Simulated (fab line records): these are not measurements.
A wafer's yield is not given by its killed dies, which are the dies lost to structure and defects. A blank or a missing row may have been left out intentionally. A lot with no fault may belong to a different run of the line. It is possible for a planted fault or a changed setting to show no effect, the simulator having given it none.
fab line records + flow nandHarc
record:
- lots: 6
- wafers: 18
- lastDay: 24
route steps=1159 shown A_SLIT@799 A_SIN_REMOVE@804 A_WL_FILL@809 END@1159
lots untouched by any fault: they come from a run of this same line in which no faults occurred
startH: the number of hours between the record's first day and the start of the first shown wafer of the lot + waitH: hours elapsed since this lot's preceding step + " same as the row above + L1.1+2: a row that stands for several wafers + - no value, or no start given + * or withheld: withheld + < > ~ a bound
route shown NAME@n: a module of which the file shows steps, and the number in the route of the first + usual: average and standard deviation across the fault-free wafers + same: alike in all rows + chamber/n: place in a boat + sites: readings site by site + _std_site: standard deviation across them + _edge_site: inner sites' mean taken away from outer sites' mean + radiusMm: how far each site lies from the wafer's centre + mask NAME#n: copy n + behind: the tool/chamber that last shaped the wafer + hold: why the lot was held/for how many hours/how that ended + device: names the non-switching transistor (n, p or np) + end of line: at the end of the route, the tests of the same wafers + step lacking rows: just its recipe + killed: dies that structure and defects cost at the first sort, which is not the same as the wafer's yield + map: a wafer's dies, marking killed ones x, the rest . and places with no die _
set.NAME: the setting the step ran with; set.NAME@STEP: the setting that earlier step ran with + model.NAME: the simulator's own value behind a step, which no gauge read
lots at some steps of the route; a table a step, a row a wafer
services: a tool's chamber out of use, with start hour (startH, from the record's first day; less than 0 if before it), hours out, and reason
== steps ==
step: NHARC_A_SLIT_ETCH_29
recipe:
- targetDepthA: 1000
- overetchA: 100
- timeS: 55
- ionEnergyEv: 100
- cf4FlowSccm: 80
- o2FlowSccm: 20
- arFlowSccm: 0
- rfW: 300
- biasW: 100
- chemistry: CF4/O2
usual:
- drypumpMotorCurrentA: 5.8/0.59
- oesProductAu: 0.998/0.017
- rfVppV: 198.2/1.3
- showerheadPlenumPTorr: 1.35/0.053
- throttleValvePct: 13.396/0.0097
| lot.wafer | tool       | chamber | startH | waitH | drypumpMotorCurrentA | oesProductAu | rfHoursCounterH | rfVppV | showerheadPlenumPTorr | throttleValvePct |
|-----------|------------|---------|--------|-------|----------------------|--------------|-----------------|--------|-----------------------|------------------|
| L204.2    | rieDiel-11 | 1       | 332.23 | 0.1   | 5.8                  | 1.012        | 8               | 197.8  | 1.38                  | 13.382           |
| L204.5    | "          | 2       | "      | "     | 6.5                  | 0.984        | -               | 198.5  | 1.36                  | 13.392           |
| L204.4    | "          | 0       | "      | "     | 4.9                  | 0.995        | -               | 199.0  | 1.42                  | 13.406           |
| L208.3    | rieDiel-10 | 2       | 342.08 | 0.1   | 5.3                  | 0.992        | 12              | 196.4  | 1.28                  | 13.382           |
| L208.2    | "          | 3       | "      | "     | 5.0                  | 1.001        | 13              | 199.1  | 1.43                  | 13.407           |
| L208.5    | "          | 1       | "      | "     | 5.7                  | 0.973        | -               | 196.1  | 1.29                  | 13.404           |
| L223.1    | rieDiel-03 | 3       | 446.54 | 0.1   | 6.4                  | 0.996        | 4               | 197.7  | 1.31                  | 13.393           |
| L223.3    | "          | 0       | "      | "     | 5.6                  | 1.016        | 4               | 200.0  | 1.43                  | 13.395           |
| L223.4    | "          | 1       | "      | "     | 6.1                  | 1.027        | 3               | 196.7  | 1.27                  | 13.400           |
| L222.4    | rieDiel-11 | 3       | 448.22 | 0.1   | 6.6                  | 0.980        | 5               | 198.7  | 1.37                  | 13.387           |
| L222.3    | "          | 0       | "      | "     | 4.9                  | 1.001        | 5               | 199.4  | 1.41                  | 13.387           |
| L222.5    | "          | 2       | "      | "     | 6.4                  | 1.021        | -               | 198.5  | 1.35                  | 13.407           |
| L225.3    | rieDiel-10 | 0       | 454.11 | 0.1   | 5.8                  | 1.010        | 9               | 196.9  | 1.29                  | 13.393           |
| L225.2    | "          | 1       | "      | "     | 5.7                  | 0.972        | 9               | 197.6  | 1.29                  | 13.406           |
| L225.6    | "          | 0       | "      | "     | 5.8                  | 1.001        | -               | 197.6  | 1.29                  | 13.392           |
| L226.2    | rieDiel-03 | 0       | 460.50 | 0.1   | 5.6                  | 1.007        | 5               | 199.3  | 1.43                  | 13.402           |
| L226.1    | "          | 1       | "      | "     | 6.1                  | 1.024        | 5               | 196.8  | 1.27                  | 13.406           |
| L226.5    | "          | 0       | "      | "     | 5.6                  | 1.008        | -               | 198.9  | 1.43                  | 13.392           |
step: NHARC_A_SLIT_STRIP_18
recipe:
- o2FlowSccm: 500
- arFlowSccm: 0
- biasW: 0
- chemistry: O2
usual:
- drypumpMotorCurrentA: 5.8/0.59
- oesProductAu: 0.998/0.017
- rfVppV: 57.9/0.9
- showerheadPlenumPTorr: 3.57/0.14
- throttleValvePct: 17.038/0.0094
| lot.wafer | tool       | chamber | startH | waitH | drypumpMotorCurrentA | oesProductAu | rfHoursCounterH | rfVppV | showerheadPlenumPTorr | throttleValvePct |
|-----------|------------|---------|--------|-------|----------------------|--------------|-----------------|--------|-----------------------|------------------|
| L204.2    | rieDiel-11 | 0       | -      | -     | 4.9                  | 1.005        | 8               | 58.6   | 3.73                  | 17.039           |
| L204.5    | "          | 0       | "      | "     | 4.9                  | 1.007        | -               | 58.8   | 3.73                  | 17.047           |
| L204.4    | "          | 2       | "      | "     | 6.5                  | 1.002        | -               | 58.4   | 3.58                  | 17.041           |
| L208.3    | rieDiel-10 | 1       | -      | -     | 5.7                  | 0.983        | 11              | 58.0   | 3.42                  | 17.046           |
| L208.2    | "          | 2       | "      | "     | 5.3                  | 1.000        | 12              | 57.1   | 3.38                  | 17.050           |
| L208.5    | "          | 2       | "      | "     | 5.4                  | 0.992        | -               | 57.3   | 3.38                  | 17.032           |
| L223.3    | rieDiel-03 | 1       | -      | -     | 6.1                  | 1.026        | 4               | 57.2   | 3.36                  | 17.035           |
| L223.4    | "          | 2       | "      | "     | 5.3                  | 1.009        | 4               | 58.2   | 3.61                  | 17.029           |
| L223.1    | "          | 3       | "      | "     | 6.4                  | 0.996        | 4               | 57.0   | 3.45                  | 17.040           |
| L222.4    | rieDiel-11 | 3       | -      | -     | 6.6                  | 0.967        | 5               | 56.9   | 3.61                  | 17.037           |
| L222.3    | "          | 0       | "      | "     | 4.9                  | 0.995        | 5               | 57.4   | 3.73                  | 17.042           |
| L222.5    | "          | 3       | "      | "     | 6.6                  | 0.978        | -               | 58.7   | 3.61                  | 17.060           |
| L225.2    | rieDiel-10 | 2       | -      | -     | 5.4                  | 0.994        | 9               | 57.0   | 3.38                  | 17.049           |
| L225.3    | "          | 3       | "      | "     | 5.0                  | 0.993        | 6               | 59.6   | 3.76                  | 17.038           |
| L225.6    | "          | 3       | "      | "     | 5.0                  | 0.988        | -               | 58.2   | 3.76                  | 17.036           |
| L226.1    | rieDiel-03 | 0       | -      | -     | 5.6                  | 1.006        | 5               | 58.6   | 3.78                  | 17.034           |
| L226.2    | "          | 1       | "      | "     | 6.1                  | 1.026        | 5               | 57.8   | 3.35                  | 17.028           |
| L226.5    | "          | 1       | "      | "     | 6.1                  | 1.023        | -               | 59.3   | 3.35                  | 17.046           |
step: NHARC_A_SLIT_PRECLEAN_19
recipe:
- timeS: *
- tempC: 50
- bathAgeMin: 0
- chemistry: SC1
step: NHARC_A_SLIT_SRD_20
step: NHARC_A_SLIT_CD_MEAS_21
usual:
- cdNm: 289.6/1.3
| lot.wafer | tool     | chamber | startH | waitH | cdNm  |
|-----------|----------|---------|--------|-------|-------|
| L204.2    | cdSem-03 | -       | 332.82 | -     | 290.6 |
| L204.4    | "        | -       | "      | "     | 288.0 |
| L204.5    | "        | -       | "      | "     | 288.9 |
| L208.2    | cdSem-02 | -       | 342.61 | -     | 288.5 |
| L208.3    | "        | -       | "      | "     | 288.9 |
| L208.5    | "        | -       | "      | "     | 290.5 |
| L223.1    | cdSem-02 | -       | 447.07 | -     | 288.6 |
| L223.3    | "        | -       | "      | "     | 290.2 |
| L223.4    | "        | -       | "      | "     | 290.6 |
| L222.3    | cdSem-01 | -       | 448.75 | -     | 287.7 |
| L222.4    | "        | -       | "      | "     | 287.4 |
| L222.5    | "        | -       | "      | "     | 286.9 |
| L225.2    | cdSem-03 | -       | 454.64 | -     | 288.4 |
| L225.3    | "        | -       | "      | "     | 287.7 |
| L225.6    | "        | -       | "      | "     | 287.8 |
| L226.1    | cdSem-02 | -       | 461.09 | -     | 289.6 |
| L226.2    | "        | -       | "      | "     | 288.4 |
| L226.5    | "        | -       | "      | "     | 288.3 |
step: NHARC_A_SIN_REMOVE_WET_00
recipe:
- tempC: 160
- timeS: 15300
- chemistry: H3PO4
step: NHARC_A_SIN_REMOVE_PRECLEAN_01
recipe:
- timeS: *
- tempC: 50
- bathAgeMin: 0
- chemistry: SC1
step: NHARC_A_SIN_REMOVE_SRD_02
step: NHARC_A_SIN_REMOVE_INSPECT_04
usual:
- rawDefectCount: 308/84
| lot.wafer | tool             | chamber | startH | waitH | rawDefectCount |
|-----------|------------------|---------|--------|-------|----------------|
| L204.2    | defectInspect-02 | -       | 340.63 | 0.0   | 227            |
| L204.4    | "                | -       | "      | "     | 249            |
| L204.5    | "                | -       | "      | "     | 308            |
| L208.2    | defectInspect-02 | -       | 349.80 | 0.0   | 401            |
| L208.3    | "                | -       | "      | "     | 389            |
| L208.5    | "                | -       | "      | "     | 349            |
| L223.1    | defectInspect-01 | -       | 454.78 | 0.0   | 274            |
| L223.3    | "                | -       | "      | "     | 335            |
| L223.4    | "                | -       | "      | "     | 366            |
| L222.3    | defectInspect-02 | -       | 454.78 | 0.0   | 307            |
| L222.4    | "                | -       | "      | "     | 264            |
| L222.5    | "                | -       | "      | "     | 713            |
| L225.2    | defectInspect-02 | -       | 462.86 | 0.0   | 279            |
| L225.3    | "                | -       | "      | "     | 228            |
| L225.6    | "                | -       | "      | "     | 383            |
| L226.1    | defectInspect-02 | -       | 468.68 | 0.0   | 401            |
| L226.2    | "                | -       | "      | "     | 427            |
| L226.5    | "                | -       | "      | "     | 342            |
step: NHARC_A_WL_FILL_ALD_00
recipe:
- targetThkA: 30
- pulseTimeS: 3
- aldCycles: 30
- tempC: 300
- material: Al2O3
usual:
- heaterPowerOuterW: 260/19
- heaterPowerW: 466/32
- precursorPulseHeightRel: 1.000/0.02
same:
- aldCycles: 30
- pulseTimeS: 3
| lot.wafer | tool     | chamber | startH | waitH | heaterPowerOuterW | heaterPowerW | precursorPulseHeightRel |
|-----------|----------|---------|--------|-------|-------------------|--------------|-------------------------|
| L204.4    | aldHk-01 | 3       | 340.72 | 0.1   | 262               | 467          | 0.996                   |
| L204.2    | "        | 0       | "      | "     | 299               | 519          | 0.999                   |
| L204.5    | "        | 2       | "      | "     | 247               | 467          | 0.981                   |
| L208.2    | aldHk-03 | 1       | 349.86 | 0.1   | 251               | 430          | 0.983                   |
| L208.3    | "        | 3       | "      | "     | 264               | 455          | 1.001                   |
| L208.5    | "        | 1       | "      | "     | 253               | 426          | 0.994                   |
| L223.4    | aldHk-03 | 0       | 454.84 | 0.1   | 268               | 477          | 0.951                   |
| L223.1    | "        | 1       | "      | "     | 255               | 435          | 1.011                   |
| L223.3    | "        | 2       | "      | "     | 294               | 520          | 1.018                   |
| L222.4    | aldHk-01 | 3       | 454.90 | 0.1   | 269               | 500          | 0.977                   |
| L222.3    | "        | 0       | "      | "     | 286               | 488          | 1.025                   |
| L222.5    | "        | 1       | "      | "     | 224               | 422          | 1.027                   |
| L225.3    | aldHk-04 | 2       | 462.98 | 0.1   | 268               | 504          | 1.019                   |
| L225.2    | "        | 3       | "      | "     | 252               | 435          | 1.014                   |
| L225.6    | "        | 1       | "      | "     | 266               | 437          | 0.983                   |
| L226.2    | aldHk-04 | 2       | 470.47 | 1.8   | 258               | 492          | 0.984                   |
| L226.1    | "        | 3       | "      | "     | 250               | 448          | 1.020                   |
| L226.5    | "        | 2       | "      | "     | 256               | 498          | 1.022                   |
step: NHARC_A_WL_FILL_RTA_01
recipe:
- tempC: 1000
- timeS: 5
usual:
- lampPowerPct: 29.5/1.7
- wafer_temp_C_max: 1004.2/1.3
| lot.wafer | tool         | chamber | startH | waitH | lampPowerPct | wafer_temp_C_max |
|-----------|--------------|---------|--------|-------|--------------|------------------|
| L204.2    | rtpAnneal-01 | 0       | 340.99 | -     | 31.1         | 1005.2           |
| L204.4    | "            | 0       | "      | "     | 31.0         | 1004.6           |
| L204.5    | "            | 0       | "      | "     | 31.1         | 1004.6           |
| L208.2    | rtpAnneal-01 | 0       | 350.16 | -     | 31.1         | 1005.8           |
| L208.3    | "            | 0       | "      | "     | 31.1         | 1005.6           |
| L208.5    | "            | 0       | "      | "     | 31.0         | 1005.1           |
| L223.1    | rtpAnneal-01 | 0       | 455.10 | -     | 31.0         | 1005.5           |
| L223.3    | "            | 0       | "      | "     | 31.0         | 1007.7           |
| L223.4    | "            | 0       | "      | "     | 31.1         | 1005.4           |
| L222.3    | rtpAnneal-02 | 0       | 455.17 | -     | 27.6         | 1002.0           |
| L222.4    | "            | 0       | "      | "     | 27.7         | 1002.0           |
| L222.5    | "            | 0       | "      | "     | 27.5         | 1002.8           |
| L225.2    | rtpAnneal-02 | 0       | 463.37 | -     | 27.7         | 1003.8           |
| L225.3    | "            | 0       | "      | "     | 27.6         | 1003.7           |
| L225.6    | "            | 0       | "      | "     | 27.6         | 1002.9           |
| L226.1    | rtpAnneal-01 | 0       | 470.74 | -     | 31.1         | 1004.5           |
| L226.2    | "            | 0       | "      | "     | 31.0         | 1004.5           |
| L226.5    | "            | 0       | "      | "     | 31.1         | 1004.2           |
step: NHARC_A_WL_FILL_ALD_02
recipe:
- targetThkA: 20
- pulseTimeS: 3
- aldCycles: 100
- tempC: 450
- material: TiN
usual:
- aldCycles: 100/0
- heaterPowerOuterW: 709/77
- heaterPowerW: 1099/92
- precursorPulseHeightRel: 0.996/0.019
- pulseTimeS: 3/0
| lot.wafer | tool        | chamber | startH | waitH | aldCycles | heaterPowerOuterW | heaterPowerW | precursorPulseHeightRel | pulseTimeS |
|-----------|-------------|---------|--------|-------|-----------|-------------------|--------------|-------------------------|------------|
| L204.2    | aldMetal-04 | 0       | 341.22 | 0.2   | 100       | 730               | 1141         | 0.996                   | 3          |
| L204.5    | "           | 0       | "      | "     | 100       | 730               | 1142         | 0.993                   | 3          |
| L204.4    | "           | 2       | "      | "     | 100       | 784               | 1123         | 0.968                   | 3          |
| L208.3    | aldMetal-01 | 1       | 350.35 | 0.1   | 100       | 728               | 1127         | 1.011                   | 3          |
| L208.2    | "           | 3       | "      | "     | 100       | 677               | 1108         | 1.008                   | 3          |
| L208.5    | "           | 1       | "      | "     | 100       | 738               | 1090         | 0.999                   | 3          |
| L223.4    | aldMetal-02 | 0       | 455.32 | 0.1   | -         | -                 | -            | -                       | -          |
| L223.1    | "           | 1       | "      | "     | -         | -                 | -            | -                       | -          |
| L223.3    | "           | 2       | "      | "     | -         | -                 | -            | -                       | -          |
| L222.3    | aldMetal-04 | 1       | 455.33 | 0.1   | -         | -                 | -            | -                       | -          |
| L222.4    | "           | 3       | "      | "     | -         | -                 | -            | -                       | -          |
| L222.5    | "           | 1       | "      | "     | -         | -                 | -            | -                       | -          |
| L225.2    | aldMetal-04 | 2       | 463.59 | 0.2   | 100       | 737               | 1081         | 0.972                   | 3          |
| L225.3    | "           | 3       | "      | "     | 100       | 641               | 1013         | 0.986                   | 3          |
| L225.6    | "           | 1       | "      | "     | 100       | 656               | 1039         | 0.979                   | 3          |
| L226.1    | aldMetal-01 | 0       | 471.00 | 0.2   | 100       | 886               | 1307         | 1.010                   | 3          |
| L226.2    | "           | 2       | "      | "     | 100       | 759               | 1133         | 0.964                   | 3          |
| L226.5    | "           | 3       | "      | "     | 100       | 687               | 1096         | 0.985                   | 3          |
step: NHARC_END_SORT_01
recipe:
- tempC: 25
usual:
- killedAtArray: 25/7.8
- killedAtOther: 0.6/0.81
- killedAtPeriphery: 3.3/2.2
- killedDies: 29/8.2
- killedOpen: 3.5/1.9
- killedShort: 1.8/1.3
same:
- grossDies: 677
| lot.wafer | tool      | chamber | startH | waitH | killedAtArray | killedAtOther | killedAtPeriphery | killedDies | killedOpen | killedShort |
|-----------|-----------|---------|--------|-------|---------------|---------------|-------------------|------------|------------|-------------|
| L223.1    | prober-02 | 0       | 557.00 | 2.5   | 675           | 0             | 2                 | 677        | 2          | 2           |
| L223.3    | prober-02 | 0       | 558.60 | 3.1   | 677           | 0             | 0                 | 677        | 2          | 0           |
| L223.4    | prober-02 | 0       | 559.40 | 3.4   | 676           | 0             | 1                 | 677        | 0          | 4           |
| L222.3    | prober-01 | 0       | 568.27 | 3.1   | 670           | 1             | 6                 | 677        | 6          | 0           |
| L222.4    | prober-01 | 0       | 569.07 | 3.4   | 670           | 2             | 5                 | 677        | 7          | 4           |
| L222.5    | prober-01 | 0       | 569.87 | 3.7   | 674           | 1             | 2                 | 677        | 1          | 1           |
killed by level:class
L223.1 A_WL_FILL:areaAld=654 A_CHANNEL_HOLE_D1:chamberFilmFlake=12 A_CONTACT:chamberFilmFlake=2 A_BLC:chamberFilmFlake=2 A_CHANNEL_FILL_D1:geometricParticle:short=1 A_CONTACT:geometricParticle:open=1 A_BLC:geometricParticle:short=1 A_BLC:geometricParticle:open=1
L223.3 A_WL_FILL:areaAld=648 A_CHANNEL_HOLE_D1:chamberFilmFlake=18 A_CONTACT:chamberFilmFlake=5 A_STAIRCASE:chamberFilmFlake=3 A_CHANNEL_FILL_D1:geometricParticle:open=2 A_BLC:chamberFilmFlake=1
L223.4 A_WL_FILL:areaAld=652 A_CHANNEL_HOLE_D1:chamberFilmFlake=13 A_STAIRCASE:chamberFilmFlake=2 A_CONTACT:chamberFilmFlake=2 A_BLC:chamberFilmFlake=2 A_ONON_D1:geometricParticle:short=1 A_CHANNEL_HOLE_D1:geometricParticle:short=1 A_CHANNEL_FILL_D1:geometricParticle:short=1
L222.3 A_WL_FILL:areaAld=642 A_CHANNEL_HOLE_D1:chamberFilmFlake=17 A_CONTACT:chamberFilmFlake=5 P_ZERO_WELL:chamberFilmFlake=4 A_STAIRCASE:chamberFilmFlake=2 P_CONTACT:geometricParticle:open=1 P_M0:geometricParticle:open=1 A_CHANNEL_FILL_D1:geometricParticle:open=1
L222.4 A_WL_FILL:areaAld=649 A_CHANNEL_HOLE_D1:chamberFilmFlake=7 A_STAIRCASE:chamberFilmFlake=3 P_CONTACT:geometricParticle:open=2 A_CHANNEL_FILL_D1:geometricParticle:open=2 A_M0:geometricParticle:open=2 A_CONTACT:chamberFilmFlake=2 A_CHANNEL_HOLE_D1:geometricParticle:short=1
L222.5 A_WL_FILL:areaAld=655 A_CHANNEL_HOLE_D1:chamberFilmFlake=14 P_GATE:chamberFilmFlake=2 A_STAIRCASE:chamberFilmFlake=2 A_WL_FILL:geometricParticle:short=1 STARTING-WAFER:geometricParticle:open=1 A_ZERO_WELL:chamberFilmFlake=1 A_CONTACT:chamberFilmFlake=1
map L222.3 (x killed, . not)
____________x____________
_________xxxxxxx_________
_______xxxxxxxxxxx_______
______xxxxxxxxxxxxx______
_____xxxxxxxxxxxxxxx_____
____xxxxxxxxxxxxxxxxx____
____xxxxxxxxxxxxxxxxx____
___xxxxxxxxxxxxxxxxxxx___
___xxxxxxxxxxxxxxxxxxx___
__xxxxxxxxxxxxxxxxxxxxx__
__xxxxxxxxxxxxxxxxxxxxx__
_xxxxxxxxxxxxxxxxxxxxxxx_
_xxxxxxxxxxxxxxxxxxxxxxx_
_xxxxxxxxxxxxxxxxxxxxxxx_
_xxxxxxxxxxxxxxxxxxxxxxx_
_xxxxxxxxxxxxxxxxxxxxxxx_
xxxxxxxxxxxxxxxxxxxxxxxxx
xxxxxxxxxxxxxxxxxxxxxxxxx
xxxxxxxxxxxxxxxxxxxxxxxxx
xxxxxxxxxxxxxxxxxxxxxxxxx
xxxxxxxxxxxxxxxxxxxxxxxxx
_xxxxxxxxxxxxxxxxxxxxxxx_
_xxxxxxxxxxxxxxxxxxxxxxx_
_xxxxxxxxxxxxxxxxxxxxxxx_
_xxxxxxxxxxxxxxxxxxxxxxx_
_xxxxxxxxxxxxxxxxxxxxxxx_
__xxxxxxxxxxxxxxxxxxxxx__
__xxxxxxxxxxxxxxxxxxxxx__
___xxxxxxxxxxxxxxxxxxx___
___xxxxxxxxxxxxxxxxxxx___
____xxxxxxxxxxxxxxxxx____
____xxxxxxxxxxxxxxxxx____
_____xxxxxxxxxxxxxxx_____
______xxxxxxxxxxxxx______
_______xxxxxxxxxxx_______
_________xxxxxxx_________
____________x____________
map L223.1 (x killed, . not)
____________x____________
_________xxxxxxx_________
_______xxxxxxxxxxx_______
______xxxxxxxxxxxxx______
_____xxxxxxxxxxxxxxx_____
____xxxxxxxxxxxxxxxxx____
____xxxxxxxxxxxxxxxxx____
___xxxxxxxxxxxxxxxxxxx___
___xxxxxxxxxxxxxxxxxxx___
__xxxxxxxxxxxxxxxxxxxxx__
__xxxxxxxxxxxxxxxxxxxxx__
_xxxxxxxxxxxxxxxxxxxxxxx_
_xxxxxxxxxxxxxxxxxxxxxxx_
_xxxxxxxxxxxxxxxxxxxxxxx_
_xxxxxxxxxxxxxxxxxxxxxxx_
_xxxxxxxxxxxxxxxxxxxxxxx_
xxxxxxxxxxxxxxxxxxxxxxxxx
xxxxxxxxxxxxxxxxxxxxxxxxx
xxxxxxxxxxxxxxxxxxxxxxxxx
xxxxxxxxxxxxxxxxxxxxxxxxx
xxxxxxxxxxxxxxxxxxxxxxxxx
_xxxxxxxxxxxxxxxxxxxxxxx_
_xxxxxxxxxxxxxxxxxxxxxxx_
_xxxxxxxxxxxxxxxxxxxxxxx_
_xxxxxxxxxxxxxxxxxxxxxxx_
_xxxxxxxxxxxxxxxxxxxxxxx_
__xxxxxxxxxxxxxxxxxxxxx__
__xxxxxxxxxxxxxxxxxxxxx__
___xxxxxxxxxxxxxxxxxxx___
___xxxxxxxxxxxxxxxxxxx___
____xxxxxxxxxxxxxxxxx____
____xxxxxxxxxxxxxxxxx____
_____xxxxxxxxxxxxxxx_____
______xxxxxxxxxxxxx______
_______xxxxxxxxxxx_______
_________xxxxxxx_________
____________x____________
== services ==
| tool        | chamber | startH | hours | kind   |
|-------------|---------|--------|-------|--------|
| rieDiel-10  | -       | 323.20 | 0.2   | repair |
| rieDiel-11  | 3       | 329.00 | 7.6   | repair |
| rieDiel-10  | 1       | 332.56 | 3.4   | repair |
| aldMetal-04 | 1       | 335.90 | 12.1  | repair |
| rieDiel-10  | 2       | 344.89 | 1.2   | repair |
| rieDiel-03  | 3       | 348.99 | 15.0  | repair |
| rieDiel-10  | -       | 353.50 | 9.0   | pm     |
| rieDiel-11  | 0       | 357.86 | 8.5   | repair |
| aldMetal-04 | 1       | 359.24 | 39.0  | repair |
| rieDiel-11  | -       | 366.50 | 9.0   | pm     |
| rieDiel-03  | 0       | 369.93 | 22.4  | repair |
| rieDiel-10  | 3       | 385.27 | 18.8  | repair |
| rieDiel-11  | 1       | 390.79 | 6.4   | repair |
| rieDiel-03  | -       | 392.30 | 9.0   | pm     |
| rieDiel-11  | 2       | 407.00 | 4.8   | repair |
| rieDiel-11  | 3       | 409.89 | 3.7   | repair |
| rieDiel-11  | -       | 414.90 | 0.6   | repair |
| rieDiel-10  | -       | 419.87 | 0.7   | repair |
| rieDiel-11  | 3       | 422.95 | 3.8   | repair |
| rieDiel-11  | -       | 433.26 | 0.3   | repair |
| rieDiel-11  | 0       | 436.57 | 1.8   | repair |
| rieDiel-11  | 0       | 448.48 | 8.8   | repair |
| rieDiel-03  | 3       | 458.23 | 18.3  | repair |
| rieDiel-10  | 2       | 458.84 | 5.7   | repair |
== key ==
firstSign:
- step: NHARC_A_WL_FILL_ALD_02
- reading: toolRecord
- direction: missing
effect:
- step: NHARC_END_SORT_01
- reading: killedAtArray
- direction: up
- sigmas: 83
- usual: 25
- struck: 674
moreKillsBornAt:
- NHARC_A_WL_FILL_ALD_02@aldMetal-02: 1953
- NHARC_A_WL_FILL_ALD_02@aldMetal-04: 1946
metAt NHARC_A_WL_FILL_ALD_02
struckWafers L222.3,L222.4,L222.5,L223.1,L223.3,L223.4
laterRowsLeftOut L222.3,L222.4,L222.5,L223.1,L223.3,L223.4
testerLeftOut L222,L223
onsetBetween 341.22 455.32
fault:
- kind: skippedStepWhole
- tool: aldMetal-02,aldMetal-04
- chamber: -
- onsetH: 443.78
- steps: NHARC_A_WL_FILL_ALD_02
- scope: struckLotsOnly
testerLeftOut: of these lots the tester's yield and bins aren't shown, on N5 and GAA mostly nor the transistor test; their killed dies are dies lost to structure and defects alone, not to doping, threshold or leakage, so they don't give the yield
laterRowsLeftOut: the simulator's readings of these wafers behind a module that went badly wrong aren't trusted and aren't shown, but for the sort
